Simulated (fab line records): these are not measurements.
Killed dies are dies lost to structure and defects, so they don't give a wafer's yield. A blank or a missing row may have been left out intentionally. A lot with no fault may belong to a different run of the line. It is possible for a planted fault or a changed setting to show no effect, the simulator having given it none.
The tool behind it: which one? / flow nand-harc / Sampling: 6 lots, 18 wafers, 5 of 1302 route steps

== WHAT THE GAUGES SHOWED, per wafer ==
NHARC_END_SORT_01.
lot / measured / on / defect-limited-yield (%)

== TOOL THAT RAN EACH LOT (tool first, then ch and the chambers of the sampled wafers, then the start) ==
lot=L588; NHARC_P_M2_PVD_21=pvd-sputter-01, day 7 18:40 or earlier; NHARC_P_BONDPAD_CMP_32=cmp-03 ch 0,2,3, day 7 18:40; NHARC_P_BONDPAD_ETCH_12=rie-diel-08 ch 0,1, day 7 19:50; NHARC_P_BONDPAD_PVD_17=pvd-sputter-03, no start
lot=L589; NHARC_P_M2_PVD_21=pvd-sputter-01, day 8 08:16 or earlier; NHARC_P_BONDPAD_CMP_32=cmp-04 ch 0,1,2, day 8 08:16; NHARC_P_BONDPAD_ETCH_12=rie-diel-09 ch 0,2,3, day 8 09:28; NHARC_P_BONDPAD_PVD_17=pvd-sputter-02, no start
lot=L593; NHARC_P_M2_PVD_21=pvd-sputter-03, day 9 17:08 or earlier; NHARC_P_BONDPAD_CMP_32=cmp-03 ch 1,2,3, day 9 17:08; NHARC_P_BONDPAD_ETCH_12=rie-diel-06 ch 1,3, day 9 18:18; NHARC_P_BONDPAD_PVD_17=pvd-sputter-03, no start
lot=L596; NHARC_P_M2_PVD_21=pvd-sputter-02, day 11 01:50 or earlier; NHARC_P_BONDPAD_CMP_32=cmp-03 ch 0,1,2, day 11 01:50; NHARC_P_BONDPAD_ETCH_12=rie-diel-08 ch 0,1, day 11 02:59; NHARC_P_BONDPAD_PVD_17=pvd-sputter-02, no start
lot=L598; NHARC_P_M2_PVD_21=pvd-sputter-02, day 11 23:58 or earlier; NHARC_P_BONDPAD_CMP_32=cmp-04 ch 1,2, day 11 23:58; NHARC_P_BONDPAD_ETCH_12=rie-diel-08 ch 0,1, day 12 01:11; NHARC_P_BONDPAD_PVD_17=pvd-sputter-02, no start
lot=L608; NHARC_P_M2_PVD_21=pvd-sputter-02, day 15 23:59 or earlier; NHARC_P_BONDPAD_CMP_32=cmp-03 ch 1,2, day 15 23:59; NHARC_P_BONDPAD_ETCH_12=rie-diel-06 ch 0,3, day 16 01:10; NHARC_P_BONDPAD_PVD_17=pvd-sputter-02, no start
- NHARC_P_M2_PVD_21: deposits Cu, target thk 30 nm, time 20.49 s.
- NHARC_P_BONDPAD_CMP_32: polishes SiCN, target thk 200 nm.
- NHARC_P_BONDPAD_ETCH_12: etches the open film in CHF3/O2, target depth 200 nm, time 100 s.
- NHARC_P_BONDPAD_PVD_17: deposits TaN, target thk 5 nm, time 8.06 s.

== THE ANSWER, worked out from the rows above alone ==
Rule: the lots themselves supply what counts as usual. Put in order of their means at a reading, lots are off if they are a third of the lots or fewer, leave a main group of 4 or more, and stand apart from it by a gap of 3 or more times the standard deviation of the main group's means; of several such gaps the widest counts. A main group is skipped when, at the precision printed for the reading in the tables above, its means are all equal. Also off: a lot with no number at a reading for which 4 or more lots have one. All remaining lots with rows at the step are treated as sound.
No lot is off on any of the readings shown, so nothing can be concluded from this.

== WHAT THE SIMULATOR HAD INSERTED ==
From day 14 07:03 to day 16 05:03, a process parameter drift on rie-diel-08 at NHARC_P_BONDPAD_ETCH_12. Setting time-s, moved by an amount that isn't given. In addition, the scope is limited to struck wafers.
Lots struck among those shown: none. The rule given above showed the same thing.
